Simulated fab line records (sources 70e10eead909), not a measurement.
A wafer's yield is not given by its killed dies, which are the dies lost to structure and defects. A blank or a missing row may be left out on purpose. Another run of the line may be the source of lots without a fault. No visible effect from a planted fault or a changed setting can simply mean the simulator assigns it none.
Matching of chambers | flow nandHarc | 4 sister chambers for NHARC_A_WL_FILL_ALD_00 on aldHk-02
The step deposits Al2O3, target thk 3 nm, pulse time 3 s, ald cycles 30. 8 wafers are shown with their chamber, then 7 later ones without.

WAFERS PAIRED WITH THEIR CHAMBERS
wafer  | chamber | heaterPowerW (W) | precursorPulseHeightRel
L076.6 | 3       | 445              | 0.988
L079.1 | 1       | 425              | 0.978
L079.6 | 3       | 439              | 0.993
L086.2 | 2       | 517              | 1.000
L086.3 | 0       | 602              | 0.981
L086.5 | 2       | 514              | 0.975
L089.1 | 1       | 444              | 1.005
L089.3 | 0       | 610              | 1.044

WAFERS WITH NO CHAMBER GIVEN
wafer  | heaterPowerW (W) | precursorPulseHeightRel
L089.4 | 492              | 1.037
L091.4 | 620              | 1.028
L091.5 | 607              | 1.028
L091.6 | 441              | 0.965
L092.3 | 510              | 0.975
L092.4 | 435              | 1.023
L092.6 | 607              | 0.986

THE CHAMBER EACH PASSED THROUGH
wafer  | from the rows above     | in truth
L089.4 | 2                       | 2
L091.4 | 0                       | 0
L091.5 | 0                       | 0
L091.6 | can't be placed: 3 or 1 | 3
L092.3 | 2                       | 2
L092.4 | can't be placed: 1 or 3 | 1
L092.6 | 0                       | 0
Correctly placed: 5 of 7. These rows do not allow placing 2 (true chamber among the candidates in 2). Placed wrongly: 0.
How it was worked out, from the rows above alone: a wafer's distance from a chamber is the root of the sum, over the readings, of the square of ((its reading less the chamber's mean) divided by the reading's scatter). If the next closest chamber is less than 2 further off than the closest, the wafer can't be placed; otherwise it belongs to the closest. Each chamber's mean is taken over the wafers shown for it. The scatter is the square root of a quotient: the sum, over the shown wafers, of each reading's squared deviation from its chamber's mean, divided by wafers minus chambers.
